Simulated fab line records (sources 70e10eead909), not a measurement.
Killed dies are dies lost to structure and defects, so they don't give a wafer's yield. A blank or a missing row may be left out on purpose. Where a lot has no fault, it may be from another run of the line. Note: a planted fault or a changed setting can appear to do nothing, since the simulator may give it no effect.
Chamber matching	flow nand-harc	rie-diel-06 running NHARC_A_CHANNEL_HOLE_D1_DESCUM_15: 4 sister chambers
The step chemistry O2, time 3 s. 4 wafers are shown with their chamber, then 12 later ones without.

WAFERS, EACH WITH ITS CHAMBER
wafer	chamber	drypump-motor-current-A (A)
L086.5	3	6.1
L089.1	1	5.6
L090.3	0	4.8
L090.5	2	5.5

WAFERS WITHOUT THEIR CHAMBER
wafer	drypump-motor-current-A (A)
L091.3	4.8
L091.5	5.6
L091.6	5.5
L093.1	5.5
L093.2	4.8
L093.6	6.1
L096.1	4.8
L096.2	6.0
L096.3	5.5
L097.1	4.8
L097.5	5.6
L097.6	6.1

WHICH CHAMBER EACH ONE RAN IN
wafer	from the rows above	in truth
L091.3	0	0
L091.5	1	1
L091.6	2	2
L093.1	2	2
L093.2	0	0
L093.6	3	3
L096.1	0	0
L096.2	3	3
L096.3	2	2
L097.1	0	0
L097.5	1	1
L097.6	3	3
Placed correctly: 12 of 12. Number that these rows cannot place: 0. Placed wrongly: 0.
How it was worked out, from the rows above alone: a wafer's distance from a chamber is the root of the sum, over the readings, of the square of ((its reading less the chamber's mean) divided by the reading's scatter). The wafer belongs to the nearest chamber; if the next one is less than 2 further off, it can't be placed. The mean given for a chamber averages the wafers shown for that chamber. The scatter: with one shown wafer a chamber, the root of the mean of the squares of how far each hidden wafer lies from its nearest shown one.
